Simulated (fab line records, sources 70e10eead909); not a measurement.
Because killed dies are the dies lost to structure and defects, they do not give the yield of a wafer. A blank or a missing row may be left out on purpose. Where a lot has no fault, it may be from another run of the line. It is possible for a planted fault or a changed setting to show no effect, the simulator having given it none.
Problem report in the 8D (eight disciplines) form, filled by code ; flow nand-harc ; the parts of the form that need people (team, actions taken, sign-off) are left out

== 1. WHAT IS WRONG ==
Wafers without a fault read 120.5 nm, standard deviation 0.63; cd-nm at NHARC_A_M1_CD_MEAS_09 reads a mean of 112.8 nm on 3 wafers belonging to 2 lots. Relative to the usual mean, that is a shift of -12 standard deviations.
The step: target cd 120 nm.
First seen on wafer L604.4, day 29 07:54, on cd-sem-02. The record has a number at this step for 36 wafers belonging to 12 lots. Rule for "out", or "out of limits": more than 4 standard deviations from the usual mean. The rest of the wafers with a number are treated as sound.

== 2. WHAT IT IS, WHAT IT ISN'T ==
question;is;is not
which readings at this step;cd-nm;-
which lots;L604, L606;L589, L590, L591, L593, L597, L598, L601, L602, L603, L612
which wafers of those lots;L604.4, L604.5, L606.4;L604.3, L606.1, L606.3
read on which gauges;cd-sem-02, cd-sem-03;cd-sem-01
when;from day 29 07:54;"up to then (25 sound wafers); but 8 sound wafers of L603, L606, L612 came after"

== 3. SUSPECTS, AND WHAT RULES EACH OUT ==
Counting: if a tool at a process step up to the reading ran every lot that is out, it stays a suspect. Sound lots after the first of them don't rule it out here, since some wafers of a struck lot are sound.
- the gauge at NHARC_A_M1_CD_MEAS_09 has been ruled out. 2 gauges (cd-sem-02, cd-sem-03) read the wafers that are out.
- litho-track-01 at NHARC_A_M1_PEB_07 (peb time 65 s): kept. It processed each lot that is out (first: L604, day 29 07:49); up to then, its last sound lot is L602 (day 27 15:30). Out on those wafers are its own readings of heater-power-total-W.
Left after counting: litho-track-01 at NHARC_A_M1_PEB_07.

== 4. THE CAUSE (what the simulator had put in) ==
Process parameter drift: litho-track-01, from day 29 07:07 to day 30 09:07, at NHARC_A_M1_PEB_07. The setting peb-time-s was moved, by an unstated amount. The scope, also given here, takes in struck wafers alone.
The count eliminated every tool but this one.

== 5. THE CHAIN OF EFFECTS, in route order ==
Rows list readings where the struck wafers' mean (over those with a number) sits beyond 3 standard deviations from the usual. Readings are gone through only where the record gives a usual standard deviation; hours: the median, over the lots, of the time from a lot's start at the first step in this table giving one to that lot's start at this step; sigmas: the change measured in usual standard deviations.
hours;step;reading;usual;on struck wafers;change;sigmas
0;NHARC_A_M1_PEB_07;heater-power-total-W;156.6 W;177.3;+20.7;+50
0;NHARC_A_M1_CD_MEAS_09;cd-nm;120.5 nm;112.8;-7.7;-12
Its process steps:
- NHARC_A_M1_PEB_07: peb time 65 s.
Later steps that measure or inspect, where all struck wafers having a row at the step show a number for every such reading and not one has moved that far: NHARC_END_SORT_01.

== 6. HOW IT WOULD HAVE BEEN CAUGHT EARLIER ==
In this record the first reading out of limits at a measuring or inspecting step was taken at day 29 07:54, 1 hour after the fault began at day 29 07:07.
Tool's own readings at NHARC_A_M1_PEB_07, heater-power-total-W: out on all struck wafers the step has rows for; an alarm limit on them would have tripped on the first.
Among the 2 lots that are out, L606 began NHARC_A_M1_PEB_07 on litho-track-01 after day 29 07:54. A hold on the tool at that time would have spared it.
